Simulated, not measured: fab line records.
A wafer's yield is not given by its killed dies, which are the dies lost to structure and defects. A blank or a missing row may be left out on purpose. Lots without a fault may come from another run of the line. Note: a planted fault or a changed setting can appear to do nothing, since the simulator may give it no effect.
A struck lot beside a sound one + flow nand harc + 39 steps out of a route of 1302
Sound: the wafers L684.1, L684.2, L684.6. Struck: wafer L693.1 (left out: L693.3, L693.5 of the same lot, which were not struck); the cause appears at the end.
Each step with rows lists, per side, the tool, then ch with its chambers, then its first start. Under that, the readings that differ: sound wafers + struck wafers + difference of the means + sigmas: that difference in standard deviations of wafers without a fault.
alike: readings with means less than 2 such deviations apart, plus words and numbers identical on both sides. not compared: withheld readings, readings lacking a value on some wafer, bounds such as >300 that could conceal the same value, and numbers that have no deviation in the record and whose values overlap.
Wherever a step has rows on one side only, a row that says differs or no value, or a row with sigmas, the two part there. Numbers that have no deviation but don't overlap get no sigmas and don't part them. A reading missing from all wafers of one side parts the sides only when that side holds two or more wafers.

first, 4 steps without rows for these wafers: NHARC_P_BONDPAD_EBR_05; NHARC_P_BONDPAD_EXPOSE_06 (exposes mask P BPAD); NHARC_P_BONDPAD_PEB_07 (peb time 80 s); NHARC_P_BONDPAD_DEVELOP_08 (time 50 s).
NHARC_P_BONDPAD_CD_MEAS_09 targets a cd of 500 nm.
  sound on cd sem-01 ch 0, day 9 00:28; struck on cd sem-03 ch 0, day 12 17:53
  alike: cd nm
NHARC_P_BONDPAD_OVL_MEAS_38:
  sound on overlay-01 at day 9 00:34; struck on overlay-01 at day 12 17:58
| reading           | sound | struck | difference | sigmas |
|-------------------|-------|--------|------------|--------|
| overlay y nm (nm) | 6 6 6 | -17    | -23        | -3     |
  alike: overlay x nm
then, 1 step without rows for these wafers: NHARC_P_BONDPAD_HARDBAKE_10 (time 65 s).
NHARC_P_BONDPAD_DESCUM_11: chemistry O2, time 3 s.
  sound on rie diel-11 ch 2,3, day 9 00:41; struck on rie diel-11 ch 1, day 12 18:06
| reading                         | sound             | struck | difference | sigmas |
|---------------------------------|-------------------|--------|------------|--------|
| o2 flow sccm (sccm)             | 199.7 200.9 200.5 | 201.8  | +1.4       | +2     |
| oes product au (a.u.)           | 1.000 1.014 1.011 | 0.982  | -0.026     | -2     |
| showerhead plenum p Torr (Torr) | 1.81 1.86 1.86    | 2.05   | +0.21      | +2     |
  alike: drypump motor current A, rf vpp V, throttle valve pct
  not compared: rf hours counter h
then, 2 steps without rows for these wafers: NHARC_P_BONDPAD_ETCH_37 (etches the open film in N2/H2, target depth 60 nm, overetch 18 nm, time 65.91 s); NHARC_P_BONDPAD_ETCH_12 (etches the open film in CHF3/O2, target depth 200 nm, time 100 s).
NHARC_P_BONDPAD_CD_MEAS_13:
  sound on cd sem-01 at day 9 01:00; struck on cd sem-01 at day 12 18:25
  alike: cd nm
then, 1 step without rows for these wafers: NHARC_P_BONDPAD_STRIP_15 (strips in O2).
NHARC_P_BONDPAD_ETCH_24: etches the open film in CF4/N2, target depth 30 nm, time 72.99 s.
  sound on rie diel-09 ch 1,2,3, day 9 01:14; struck on rie diel-08 ch 0, day 12 18:40
  alike: drypump motor current A, oes product au, rf vpp V, showerhead plenum p Torr, throttle valve pct
  not compared: rf hours counter h
then, 1 step without rows for these wafers: NHARC_P_BONDPAD_STRIP_16 (strips in post etch residue remover, time 600 s).
NHARC_P_BONDPAD_DEGAS_25: time 60 s.
  sound on pvd sputter-03 at day 9 01:38; struck on pvd sputter-01 at day 12 19:05
  alike: heater power w
then, 2 steps without rows for these wafers: NHARC_P_BONDPAD_PRE_CLEAN_26 (time 30 s); NHARC_P_BONDPAD_PVD_17 (deposits TaN, target thk 5 nm, time 8.06 s).
NHARC_P_BONDPAD_PVD_27: deposits Cu, target thk 30 nm, time 20.49 s.
  sound on pvd sputter-03; struck on pvd sputter-01
  alike: throttle valve pct
then, 2 steps without rows for these wafers: NHARC_P_BONDPAD_ECD_18 (material Cu, target thk 400 nm); NHARC_P_BONDPAD_ANNEAL_28 (time 90 s).
NHARC_P_BONDPAD_CMP_19: polishes, t overpolish 30 s, cu recess touch 16 s, target thk 160.81 nm.
  sound on cmp-04 ch 0,3, day 9 02:42; struck on cmp-03 ch 1, day 12 20:10
  alike: motor current A, overpolish run s
NHARC_P_BONDPAD_THK_MEAS_20: measures by xrf.
  sound on film metro-01 at day 9 03:02; struck on film metro-01 at day 12 20:29
  alike: thk nm
then, 1 step without rows for these wafers: NHARC_P_BONDPAD_SRD_21 (time 30 s, dry time 20 s).
NHARC_P_BONDPAD_ACTIVATE_29: chemistry N2, time 60 s.
  sound on rie diel-09 ch 1,2, day 9 03:17; struck on rie diel-08 ch 3, day 12 20:47
| reading                         | sound          | struck | difference | sigmas |
|---------------------------------|----------------|--------|------------|--------|
| rf vpp V (V)                    | 63.1 63.2 63.2 | 65.4   | +2.2       | +3     |
| showerhead plenum p Torr (Torr) | 1.72 1.64 1.64 | 1.85   | +0.18      | +3     |
  alike: drypump motor current A, oes product au
  not compared: rf hours counter h
then, 13 steps without rows for these wafers: NHARC_P_BONDPAD_PRECLEAN_30 (cleans in DIW, time 300 s); NHARC_P_BONDPAD_SRD_31 (time 30 s, dry time 20 s); NHARC_A_ZERO_WELL_PRECLEAN_00 (cleans in SPM, time 600 s); NHARC_A_ZERO_WELL_SRD_01; NHARC_A_ZERO_WELL_DEHYDRATE_02 (time 120 s); NHARC_A_ZERO_WELL_HMDS_03 (time 30 s); NHARC_A_ZERO_WELL_COAT_18 (time 65 s); NHARC_A_ZERO_WELL_COAT_04 (resist thk 600 nm); NHARC_A_ZERO_WELL_SOFTBAKE_05 (time 70 s); NHARC_A_ZERO_WELL_EBR_06; NHARC_A_ZERO_WELL_EXPOSE_07 (exposes mask A ZERO); NHARC_A_ZERO_WELL_PEB_08 (peb time 80 s); NHARC_A_ZERO_WELL_DEVELOP_09 (time 50 s).
NHARC_A_ZERO_WELL_CD_MEAS_10 targets a cd of 2000 nm.
  sound on cd sem-03 ch 0, day 9 04:32; struck on cd sem-01 ch 0, day 12 22:02
  alike: cd nm
-- the record jumps here: 17 days lie between the struck wafers' starts before and after (it left off in module A_ZERO_WELL and takes up again in module END, whose first step shown is number 1302 of the route) --
NHARC_END_SORT_01:
  the record has rows for the struck wafers here (prober-01 ch 0, day 30 09:26) and none for the sound ones

== WHERE THEY PART ==
At NHARC_P_BONDPAD_OVL_MEAS_38 first; at NHARC_END_SORT_01 last (within this record only).

WHY: whatever the simulator had introduced
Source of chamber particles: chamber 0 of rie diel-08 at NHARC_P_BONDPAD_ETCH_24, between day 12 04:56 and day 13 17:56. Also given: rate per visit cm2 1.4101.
